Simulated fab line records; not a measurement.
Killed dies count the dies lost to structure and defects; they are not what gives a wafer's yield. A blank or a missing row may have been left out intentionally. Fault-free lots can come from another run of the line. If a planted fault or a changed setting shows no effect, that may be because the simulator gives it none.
fab line records -- flow nand-harc
[record] lots = 12, wafers = 36, last-day = 33
route steps=1302 shown A_STAIRCASE@796 END@1302
lots that met no fault: taken from a fault-free run of the same line
start-h: hours from the record's opening day to when the first of the lot's shown wafers began -- wait-h: hours from the lot's prior step to this one -- " unchanged from the row above -- L1.1+2: a row that stands for several wafers -- - no value, or no start given -- * or withheld: withheld -- < > ~ a bound
route shown NAME@n: names a module that has steps shown in the file, with the first one's number in the route -- usual: mean/standard deviation taken from wafers without a fault -- same: alike in all rows -- chamber/n: place in a boat -- sites: per-site readings -- _std_site: standard deviation of those values -- _edge_site: inner sites' mean taken away from outer sites' mean -- radius-mm: how far each site lies from the wafer's centre -- mask NAME#n: copy n -- behind: the last tool/chamber to shape the wafer -- hold: what put the lot on hold/how long, in hours/how the hold closed -- device: whichever transistor did not switch (one of n, p or np) -- end of line: the same wafers' tests at the end of the route -- for a step that has no rows: nothing shown but its recipe -- killed: at the first sort, the dies lost to defects and structure; wafer yield is something else -- map: per-die view of a wafer (x killed, . not killed, _ where there is no die)
set.NAME: the setting as run; set.NAME@STEP: as run at that earlier step -- model.NAME: the simulator's own value behind a step, which no gauge read
one table for each step of the route and one row for each wafer, over a sample of lots
services: from which hour (start-h, from the record's first day; less than 0 if before it) a tool's chamber was out of use, for how many hours, and why
[[steps]]
[step NHARC_A_STAIRCASE_DEP_280]
[recipe] target-thk-a = 300, target-thk-nm = 30, temp-c = 400, pressure-torr = 3.5, flow-sccm = 200, rf-w = 350, material = SiON
[usual] heater-power-w = 696/76
lot.wafer,tool,chamber,start-h,wait-h,heater-power-w
L879.2,pecvd-03,1,396.53,1.3,673
L879.6,pecvd-03,2,396.53,1.3,733
L879.4,pecvd-03,1,396.53,1.3,671
L882.2,pecvd-04,2,420.62,1.2,762
L882.4,pecvd-04,1,420.62,1.2,562
L882.6,pecvd-04,0,420.62,1.2,523
L886.3,pecvd-02,1,483.91,0.9,607
L886.2,pecvd-02,2,483.91,0.9,680
L886.4,pecvd-02,2,483.91,0.9,692
L887.1,pecvd-02,2,496.68,1.6,840
L887.3,pecvd-02,0,496.68,1.6,832
L887.5,pecvd-02,2,496.68,1.6,840
L888.2,pecvd-03,1,498.26,1.2,659
L888.4,pecvd-03,2,498.26,1.2,715
L888.5,pecvd-03,0,498.26,1.2,508
L890.3,pecvd-03,0,519.92,0.9,612
L890.1,pecvd-03,2,519.92,0.9,721
L890.5,pecvd-03,0,519.92,0.9,618
L892.3,pecvd-04,2,531.09,1.0,717
L892.2,pecvd-04,0,531.09,1.0,636
L892.6,pecvd-04,2,531.09,1.0,741
L894.2,pecvd-03,1,539.25,1.3,685
L894.3,pecvd-03,2,539.25,1.3,725
L894.4,pecvd-03,0,539.25,1.3,607
L893.1,pecvd-03,2,539.66,1.6,736
L893.4,pecvd-03,1,539.66,1.6,747
L893.5,pecvd-03,2,539.66,1.6,747
L897.1,pecvd-02,1,578.40,1.6,710
L897.4,pecvd-02,1,578.40,1.6,681
L897.5,pecvd-02,0,578.40,1.6,721
L898.3,pecvd-03,2,587.00,0.9,698
L898.1,pecvd-03,0,587.00,0.9,617
L898.4,pecvd-03,1,587.00,0.9,717
L900.2,pecvd-02,0,609.37,1.2,829
L900.5,pecvd-02,1,609.37,1.2,605
L900.4,pecvd-02,2,609.37,1.2,690
[step NHARC_A_STAIRCASE_ETCH_294]
[recipe] target-depth-a = 49890, time-s = 1211.6, ion-energy-ev = 800, c4f8-flow-sccm = 80, o2-flow-sccm = 60, ar-flow-sccm = withheld, rf-w = 600, bias-w = 3000, chemistry = C4F8/O2/Ar
[usual] bias-w = 3000/8.6, oes-product-au = 0.933/0.013, rf-vpp-V = 1828/11
lot.wafer,tool,chamber,start-h,wait-h,bias-w,oes-product-au,rf-hours-counter-h,rf-vpp-V
L879.2,rie-diel-13,1,-,-,2989,0.924,17,1847
L879.4,rie-diel-13,2,-,-,2999,0.949,17,1828
L879.6,rie-diel-13,1,-,-,2997,0.924,-,1847
L882.2,rie-diel-08,0,-,-,3009,0.948,10,1829
L882.4,rie-diel-08,1,-,-,3004,0.940,10,1824
L882.6,rie-diel-08,2,-,-,2997,0.952,-,1827
L886.3,rie-diel-13,0,-,-,2988,0.923,46,1817
L886.2,rie-diel-13,1,-,-,3005,0.919,45,1845
L886.4,rie-diel-13,2,-,-,3016,0.943,42,1826
L887.1,rie-diel-13,3,-,-,3005,0.940,51,1811
L887.3,rie-diel-13,0,-,-,3000,0.933,49,1818
L887.5,rie-diel-13,2,-,-,3005,0.953,-,1825
L888.2,rie-diel-04,3,-,-,3021,0.927,33,1819
L888.4,rie-diel-04,2,-,-,3012,0.932,33,1846
L888.5,rie-diel-04,0,-,-,3000,0.917,-,1834
L890.1,rie-diel-04,3,-,-,3001,0.924,42,1819
L890.3,rie-diel-04,1,-,-,3000,0.933,43,1837
L890.5,rie-diel-04,2,-,-,2998,0.940,-,1845
L892.3,rie-diel-13,3,-,-,2994,0.934,1,1808
L892.2,rie-diel-13,1,-,-,3002,0.937,1,1845
L892.6,rie-diel-13,0,-,-,2989,0.937,-,1817
L894.2,rie-diel-13,1,-,-,2999,0.927,3,1844
L894.4,rie-diel-13,2,-,-,3010,0.951,5,1826
L894.3,rie-diel-13,0,-,-,2999,0.933,4,1817
L893.1,rie-diel-13,1,-,-,3012,0.923,4,1845
L893.4,rie-diel-13,2,-,-,3001,0.949,6,1826
L893.5,rie-diel-13,0,-,-,2995,0.933,-,1817
L897.4,rie-diel-08,0,-,-,2995,0.945,8,1828
L897.1,rie-diel-08,2,-,-,2994,0.941,8,1827
L897.5,rie-diel-08,0,-,-,2995,0.942,-,1828
L898.1,rie-diel-13,1,-,-,2982,0.916,22,1843
L898.4,rie-diel-13,2,-,-,3010,0.947,24,1825
L898.3,rie-diel-13,3,-,-,2995,0.947,23,1809
L900.2,rie-diel-08,2,-,-,2997,0.934,18,1825
L900.4,rie-diel-08,1,-,-,3005,0.928,-,1821
L900.5,rie-diel-08,2,-,-,2999,0.951,-,1825
[step NHARC_A_STAIRCASE_DESCUM_312]
[recipe] time-s = 3, o2-flow-sccm = 200, ar-flow-sccm = 0, bias-power-w = 0, chemistry = O2
[usual] drypump-motor-current-A = 5.8/0.41, oes-product-au = 1.002/0.01, rf-vpp-V = 57.7/0.94, showerhead-plenum-p-Torr = 1.92/0.082, throttle-valve-pct = 11.310/0.0092
lot.wafer,tool,chamber,start-h,wait-h,drypump-motor-current-A,oes-product-au,rf-hours-counter-h,rf-vpp-V,showerhead-plenum-p-Torr,throttle-valve-pct
L879.4,rie-diel-08,3,402.62,-,5.5,1.001,6,56.5,1.84,11.313
L879.2,rie-diel-08,2,402.62,-,5.4,1.003,5,58.4,1.91,11.314
L879.6,rie-diel-08,3,402.62,-,5.5,0.998,-,57.9,1.84,11.333
L882.4,rie-diel-13,0,427.49,-,5.9,0.986,30,58.7,1.84,11.305
L882.2,rie-diel-13,2,427.49,-,5.9,1.025,27,57.3,1.92,11.319
L882.6,rie-diel-13,0,427.49,-,5.9,0.992,-,57.6,1.84,11.303
L886.4,rie-diel-04,2,495.32,-,6.0,1.020,32,57.8,2.07,11.310
L886.3,rie-diel-04,3,495.32,-,6.4,0.999,32,57.7,1.85,11.307
L886.2,rie-diel-04,0,495.32,-,6.1,0.990,40,59.4,1.97,11.323
L887.1,rie-diel-08,1,502.88,-,5.9,1.021,38,58.3,1.88,11.292
L887.3,rie-diel-08,3,502.88,-,5.5,0.996,43,56.8,1.82,11.304
L887.5,rie-diel-08,1,502.88,-,5.9,1.008,-,57.5,1.88,11.314
L888.2,rie-diel-13,0,505.16,-,5.9,0.981,52,58.5,1.84,11.321
L888.4,rie-diel-13,0,505.16,-,5.9,0.981,-,57.4,1.84,11.331
L888.5,rie-diel-13,0,505.16,-,5.9,0.988,-,55.3,1.84,11.307
L890.1,rie-diel-08,2,528.04,-,5.4,1.008,40,57.1,1.90,11.308
L890.3,rie-diel-08,3,528.04,-,5.5,1.001,50,58.5,1.82,11.322
L890.5,rie-diel-08,2,528.04,-,5.4,1.002,-,57.6,1.90,11.316
L892.2,rie-diel-08,0,536.93,-,5.5,1.004,46,57.1,1.92,11.312
L892.3,rie-diel-08,1,536.93,-,5.9,1.009,48,57.8,1.88,11.312
L892.6,rie-diel-08,1,536.93,-,5.9,1.007,-,57.3,1.88,11.312
L894.2,rie-diel-13,0,547.90,-,5.9,0.998,7,58.1,1.83,11.304
L894.3,rie-diel-13,1,547.90,-,5.5,0.995,7,57.7,2.06,11.321
L894.4,rie-diel-13,3,547.90,-,6.6,1.000,10,57.1,1.78,11.302
L893.4,rie-diel-13,1,547.95,-,5.5,1.002,7,58.7,2.06,11.327
L893.1,rie-diel-13,2,547.95,-,5.9,1.013,10,58.7,1.91,11.302
L893.5,rie-diel-13,2,547.95,-,5.9,1.021,-,55.7,1.91,11.311
L897.4,rie-diel-04,3,584.40,-,6.4,1.003,17,56.9,1.84,11.316
L897.1,rie-diel-04,2,584.40,-,6.0,1.010,17,58.2,2.06,11.298
L897.5,rie-diel-04,0,584.40,-,6.1,0.993,-,59.0,1.96,11.308
L898.1,rie-diel-08,2,593.16,-,5.5,1.018,15,55.5,1.90,11.305
L898.3,rie-diel-08,3,593.16,-,5.5,1.000,15,57.6,1.82,11.312
L898.4,rie-diel-08,1,593.16,-,5.9,0.991,16,58.2,1.87,11.313
L900.2,rie-diel-08,1,618.16,-,5.9,0.998,22,55.9,1.87,11.311
L900.5,rie-diel-08,0,618.16,-,5.6,1.007,-,57.7,1.91,11.300
L900.4,rie-diel-08,1,618.16,-,5.9,0.990,-,57.6,1.87,11.309
[step NHARC_A_STAIRCASE_HM_OPEN_463]
[recipe] o2-flow-sccm = 400, cos-flow-sccm = 20, ar-flow-sccm = 0, rf-w = 500, bias-w = 300, chemistry = O2/COS
[usual] bias-w = 300.0/0.91, chamber-pressure-mTorr = 20.000/0.018, drypump-motor-current-A = 5.8/0.43, oes-product-au = 1.002/0.011, rf-vpp-V = 467.1/2.7, showerhead-plenum-p-Torr = 3.12/0.13, throttle-valve-pct = 28.329/0.0094
lot.wafer,tool,chamber,start-h,wait-h,bias-w,chamber-pressure-mTorr,drypump-motor-current-A,oes-product-au,rf-hours-counter-h,rf-vpp-V,showerhead-plenum-p-Torr,throttle-valve-pct
L879.4,rie-diel-08,0,402.83,-,299.6,20.013,5.6,0.994,6,468.9,3.15,28.334
L879.2,rie-diel-08,3,402.83,-,299.8,20.024,5.5,1.004,6,464.3,3.00,28.325
L879.6,rie-diel-08,1,402.83,-,300.2,20.024,5.9,1.003,-,465.6,3.09,28.340
L882.4,rie-diel-13,3,427.71,-,299.1,20.007,6.6,1.002,27,465.2,2.93,28.334
L882.2,rie-diel-13,0,427.71,-,298.6,20.016,5.9,0.995,30,465.7,3.02,28.329
L882.6,rie-diel-13,2,427.71,-,298.8,19.986,5.9,1.022,-,468.3,3.13,28.334
L886.3,rie-diel-04,1,495.53,-,300.6,19.991,4.8,1.002,36,470.3,3.27,28.335
L886.2,rie-diel-04,3,495.53,-,300.1,20.021,6.4,1.019,32,465.0,3.02,28.309
L886.4,rie-diel-04,0,495.53,-,302.7,19.975,6.1,0.994,40,471.0,3.21,28.335
L887.3,rie-diel-08,1,503.07,-,-,-,-,-,-,-,-,-
L887.1,rie-diel-08,0,503.07,-,-,-,-,-,-,-,-,-
L887.5,rie-diel-08,2,503.07,-,-,-,-,-,-,-,-,-
L888.2,rie-diel-13,0,505.59,-,-,-,-,-,-,-,-,-
L888.4,rie-diel-13,0,505.59,-,-,-,-,-,-,-,-,-
L888.5,rie-diel-13,2,505.59,-,-,-,-,-,-,-,-,-
L890.3,rie-diel-08,0,528.24,-,-,-,-,-,-,-,-,-
L890.1,rie-diel-08,1,528.24,-,-,-,-,-,-,-,-,-
L890.5,rie-diel-08,0,528.24,-,-,-,-,-,-,-,-,-
L892.3,rie-diel-08,3,537.42,-,299.9,19.990,5.5,0.993,52,464.4,2.98,28.315
L892.2,rie-diel-08,2,537.42,-,302.0,19.984,5.4,0.996,43,467.6,3.10,28.330
L892.6,rie-diel-08,3,537.42,-,299.3,19.977,5.5,0.996,-,464.7,2.98,28.325
L894.2,rie-diel-13,2,548.22,-,299.3,20.035,5.9,1.014,10,466.4,3.11,28.319
L894.4,rie-diel-13,3,548.22,-,300.0,20.018,6.6,1.001,10,464.7,2.91,28.323
L894.3,rie-diel-13,1,548.22,-,299.3,20.012,5.5,1.000,7,471.3,3.34,28.325
L893.4,rie-diel-13,0,548.38,-,300.3,20.006,5.9,1.005,7,463.7,3.00,28.334
L893.1,rie-diel-13,1,548.38,-,301.2,20.017,5.5,0.985,7,473.2,3.34,28.333
L893.5,rie-diel-13,1,548.38,-,300.2,19.959,5.5,0.992,-,471.5,3.34,28.324
L897.1,rie-diel-04,3,584.86,-,299.7,19.945,6.4,0.990,18,465.1,3.01,28.346
L897.4,rie-diel-04,2,584.86,-,299.9,19.976,6.0,1.013,17,471.3,3.34,28.344
L897.5,rie-diel-04,0,584.86,-,300.2,19.994,6.1,0.981,-,469.9,3.20,28.312
L898.4,rie-diel-08,3,593.37,-,301.9,20.020,5.5,1.004,15,464.1,2.97,28.330
L898.3,rie-diel-08,1,593.37,-,299.8,20.018,5.9,0.976,16,464.8,3.06,28.321
L898.1,rie-diel-08,2,593.37,-,300.4,20.019,5.4,1.012,15,466.6,3.10,28.341
L900.2,rie-diel-08,2,618.41,-,300.2,20.012,5.5,1.003,21,466.6,3.09,28.309
L900.4,rie-diel-08,2,618.41,-,299.9,19.984,5.4,1.020,-,467.2,3.09,28.325
L900.5,rie-diel-08,0,618.41,-,298.8,20.019,5.6,1.017,-,465.9,3.12,28.314
[step NHARC_END_SORT_01]
[recipe] temp-c = 25
[usual] killed-at-array = 55/20, killed-at-other = 1.2/1.3, killed-at-periphery = 4.0/3, killed-dies = 60/21, killed-open = 3.2/1.9, killed-short = 2.5/1.6
[same] gross-dies = 677
lot.wafer,tool,chamber,start-h,wait-h,killed-at-array,killed-at-other,killed-at-periphery,killed-dies,killed-open,killed-short
L882.2,prober-02,0,606.74,2.8,61,4,1,66,4,5
L882.4,prober-02,0,608.32,3.4,52,1,0,53,6,0
L882.6,prober-02,0,609.90,4.0,55,2,3,60,4,2
L888.2,prober-02,0,674.48,2.8,673,3,1,677,0,0
L888.4,prober-02,0,676.07,3.4,670,2,5,677,5,1
L888.5,prober-02,0,676.87,3.7,668,4,5,677,3,2
L887.1,prober-02,0,684.69,2.5,670,2,5,677,3,5
L887.3,prober-02,0,686.30,3.1,672,2,3,677,3,1
L887.5,prober-02,0,687.91,3.7,666,2,9,677,4,2
L886.2,prober-01,0,693.28,2.8,43,1,3,47,3,3
L886.3,prober-01,0,694.07,3.1,50,6,2,58,4,0
L886.4,prober-01,0,694.85,3.4,70,1,1,72,3,5
L890.1,prober-02,0,701.49,2.5,674,0,3,677,7,2
L890.3,prober-02,0,703.10,3.1,675,0,2,677,3,3
L890.5,prober-02,0,704.71,3.7,672,1,4,677,2,3
L893.1,prober-01,0,723.70,2.5,54,1,2,57,1,4
L893.4,prober-01,0,726.09,3.4,41,1,2,44,6,1
L893.5,prober-01,0,726.88,3.7,49,2,4,55,5,5
// killed by level:class
L882.2 A_CHANNEL_HOLE_D1:chamber-film-flake=35 A_CHANNEL_HOLE_D2:chamber-film-flake=11 THIN_TSV:chamber-film-flake=4 A_ONON_D1:geometric-particle:short=2 A_CHANNEL_FILL_D1:chamber-film-flake=2 A_CONTACT:chamber-film-flake=2 A_M1:chamber-film-flake=2 P_CONTACT:geometric-particle:open=1
L882.4 A_CHANNEL_HOLE_D1:chamber-film-flake=27 A_CHANNEL_HOLE_D2:chamber-film-flake=11 A_BLC:geometric-particle:open=2 A_M0:geometric-particle:open=2 A_CHANNEL_FILL_D1:chamber-film-flake=2 A_CHANNEL_FILL_D2:geometric-particle:open=1 A_SGD_CUT:geometric-particle:open=1 A_DECK1_JOINT:chamber-film-flake=1
L882.6 A_CHANNEL_HOLE_D1:chamber-film-flake=31 A_CHANNEL_HOLE_D2:chamber-film-flake=17 A_SLIT:chamber-film-flake=2 THIN_TSV:chamber-film-flake=2 P_GATE:geometric-particle:open=1 P_M1:geometric-particle:open=1 A_SGD_CUT:geometric-particle:open=1 A_WL_FILL:geometric-particle:short=1
L888.2 A_STAIRCASE:area-open=601 A_CHANNEL_HOLE_D1:chamber-film-flake=38 A_CHANNEL_HOLE_D2:chamber-film-flake=23 A_CHANNEL_FILL_D2:chamber-film-flake=3 THIN_TSV:chamber-film-flake=3 A_STAIRCASE:chamber-film-flake=2 A_CONTACT:chamber-film-flake=2 P_STI:chamber-film-flake=1
L888.4 A_STAIRCASE:area-open=592 A_CHANNEL_HOLE_D1:chamber-film-flake=36 A_CHANNEL_HOLE_D2:chamber-film-flake=19 P_STI:chamber-film-flake=5 A_CONTACT:chamber-film-flake=5 A_SLIT:chamber-film-flake=3 A_CHANNEL_FILL_D2:chamber-film-flake=3 A_WL_FILL:chamber-film-flake=3
L888.5 A_STAIRCASE:area-open=602 A_CHANNEL_HOLE_D1:chamber-film-flake=29 A_CHANNEL_HOLE_D2:chamber-film-flake=15 A_CHANNEL_FILL_D2:chamber-film-flake=8 P_STI:chamber-film-flake=4 A_CONTACT:chamber-film-flake=4 THIN_TSV:chamber-film-flake=4 A_STAIRCASE:chamber-film-flake=3
L887.1 A_STAIRCASE:area-open=640 A_CHANNEL_HOLE_D2:chamber-film-flake=7 A_CHANNEL_HOLE_D1:chamber-film-flake=5 A_CONTACT:chamber-film-flake=4 A_CHANNEL_FILL_D1:geometric-particle:short=3 A_STAIRCASE:chamber-film-flake=3 A_SLIT:chamber-film-flake=3 A_WL_FILL:geometric-particle:short=2
L887.3 A_STAIRCASE:area-open=651 A_CHANNEL_HOLE_D1:chamber-film-flake=4 A_CHANNEL_HOLE_D2:chamber-film-flake=4 A_CONTACT:chamber-film-flake=4 A_SLIT:chamber-film-flake=3 P_STI:chamber-film-flake=2 A_STAIRCASE:chamber-film-flake=2 THIN_TSV:chamber-film-flake=2
L887.5 A_STAIRCASE:area-open=642 A_CHANNEL_HOLE_D1:chamber-film-flake=8 A_SLIT:chamber-film-flake=6 P_STI:chamber-film-flake=5 A_CHANNEL_HOLE_D2:chamber-film-flake=2 THIN_TSV:chamber-film-flake=2 A_DECK1_JOINT:geometric-particle:open=1 A_CHANNEL_FILL_D2:geometric-particle:open=1
L886.2 A_SLIT:chamber-film-flake=21 A_CHANNEL_HOLE_D1:chamber-film-flake=6 A_CHANNEL_HOLE_D2:chamber-film-flake=5 A_STAIRCASE:chamber-film-flake=2 A_SLIT:unspecified=2 A_BONDPAD:chamber-film-flake=2 P_CONTACT:geometric-particle:open=1 P_M0:geometric-particle:open=1
L886.3 A_SLIT:chamber-film-flake=24 THIN_TSV:chamber-film-flake=6 A_CHANNEL_HOLE_D1:chamber-film-flake=5 A_STAIRCASE:chamber-film-flake=5 A_CHANNEL_HOLE_D2:chamber-film-flake=4 A_M0:geometric-particle:open=2 A_CHANNEL_FILL_D1:chamber-film-flake=2 A_WL_FILL:chamber-film-flake=2
L886.4 A_SLIT:chamber-film-flake=28 A_CHANNEL_HOLE_D2:chamber-film-flake=14 A_CHANNEL_HOLE_D1:chamber-film-flake=11 A_STAIRCASE:chamber-film-flake=5 A_DECK1_JOINT:geometric-particle:short=2 A_SLIT:unspecified=2 A_BONDPAD:chamber-film-flake=2 P_BONDPAD:geometric-particle:open=1
L890.1 A_STAIRCASE:area-open=604 A_CHANNEL_HOLE_D1:chamber-film-flake=33 A_SLIT:chamber-film-flake=21 A_STAIRCASE:chamber-film-flake=4 A_CHANNEL_FILL_D2:geometric-particle:open=2 A_M0:geometric-particle:open=2 P_GATE:chamber-film-flake=2 A_CHANNEL_FILL_D2:chamber-film-flake=2
L890.3 A_STAIRCASE:area-open=602 A_CHANNEL_HOLE_D1:chamber-film-flake=40 A_SLIT:chamber-film-flake=22 A_CHANNEL_FILL_D2:chamber-film-flake=2 A_ONON_D1:geometric-particle:open=1 A_DECK1_JOINT:geometric-particle:short=1 A_WL_FILL:geometric-particle:short=1 A_CONTACT:geometric-particle:open=1
L890.5 A_STAIRCASE:area-open=605 A_CHANNEL_HOLE_D1:chamber-film-flake=34 A_SLIT:chamber-film-flake=23 A_CHANNEL_FILL_D2:chamber-film-flake=2 A_STAIRCASE:chamber-film-flake=2 P_M0:geometric-particle:open=1 A_ONON_D1:geometric-particle:short=1 A_DECK1_JOINT:geometric-particle:short=1
L893.1 A_CHANNEL_HOLE_D2:chamber-film-flake=18 A_CHANNEL_HOLE_D1:chamber-film-flake=12 A_CONTACT:chamber-film-flake=5 A_WL_FILL:chamber-film-flake=4 A_STAIRCASE:chamber-film-flake=3 A_SLIT:chamber-film-flake=3 A_DECK1_JOINT:chamber-film-flake=2 A_CHANNEL_HOLE_D1:geometric-particle:short=1
L893.4 A_CHANNEL_HOLE_D2:chamber-film-flake=20 A_CHANNEL_HOLE_D1:chamber-film-flake=5 A_ZERO_WELL:chamber-film-flake=3 A_STAIRCASE:chamber-film-flake=2 A_SLIT:chamber-film-flake=2 A_WL_FILL:chamber-film-flake=2 P_M1:geometric-particle:open=1 A_ONON_D1:geometric-particle:open=1
L893.5 A_CHANNEL_HOLE_D2:chamber-film-flake=15 A_CHANNEL_HOLE_D1:chamber-film-flake=6 A_STAIRCASE:chamber-film-flake=6 A_SLIT:chamber-film-flake=4 A_WL_FILL:chamber-film-flake=3 A_CHANNEL_FILL_D1:geometric-particle:short=2 A_DECK1_JOINT:geometric-particle:open=2 P_GATE:chamber-film-flake=2
[[services]]
tool,chamber,start-h,hours,kind
rie-diel-13,0,375.56,-,clean
rie-diel-13,1,375.56,-,clean
rie-diel-13,2,375.56,-,clean
rie-diel-13,3,375.56,-,clean
rie-diel-08,0,377.13,-,clean
rie-diel-08,1,377.13,-,clean
rie-diel-08,2,377.13,-,clean
rie-diel-08,3,377.13,-,clean
rie-diel-04,3,380.24,6.1,repair
rie-diel-04,1,398.20,6.0,repair
pecvd-02,-,408.14,13.0,pm
pecvd-04,-,450.27,13.0,pm
rie-diel-08,2,464.98,26.5,repair
pecvd-02,1,466.09,3.3,repair
rie-diel-13,1,502.11,6.3,repair
rie-diel-13,3,503.17,2.0,repair
rie-diel-13,-,519.06,9.0,pm
rie-diel-04,-,533.45,9.0,pm
pecvd-02,0,545.49,5.3,repair
pecvd-03,-,547.00,13.0,pm
pecvd-02,-,589.14,13.0,pm
rie-diel-13,0,590.19,16.5,repair
rie-diel-13,3,593.53,2.5,repair
rie-diel-08,3,610.14,12.8,repair
[[key]]
[first-sign] step = NHARC_A_STAIRCASE_HM_OPEN_463, reading = tool-record, direction = missing
[effect] step = NHARC_END_SORT_01, reading = killed-at-array, direction = up, sigmas = 30, usual = 55, struck = 671
[more-kills-born-at] NHARC_A_STAIRCASE_HM_OPEN_463@rie-diel-08 = 3743, NHARC_A_STAIRCASE_HM_OPEN_463@rie-diel-13 = 1794
met-at NHARC_A_STAIRCASE_HM_OPEN_463
struck-lots L887,L888,L890
later-rows-left-out L887.1,L887.3,L887.5,L888.2,L888.4,L888.5,L890.1,L890.3,L890.5
tester-left-out L887,L888,L890
not-acting-at NHARC_A_STAIRCASE_DEP_280,NHARC_A_STAIRCASE_ETCH_294,NHARC_A_STAIRCASE_DESCUM_312
onset-between 427.71 503.07
[fault] kind = skipped-step-whole, tool = rie-diel-08,rie-diel-13, chamber = -, onset-h = 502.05, steps = NHARC_A_STAIRCASE_HM_OPEN_463, scope = struck-lots-only
// tester-left-out: of these lots the tester's yield and bins aren't shown, on N5 and GAA mostly nor the transistor test; their killed dies are dies lost to structure and defects alone, not to doping, threshold or leakage, so they don't give the yield
// later-rows-left-out: the simulator's readings of these wafers behind a module that went badly wrong aren't trusted and aren't shown, but for the sort
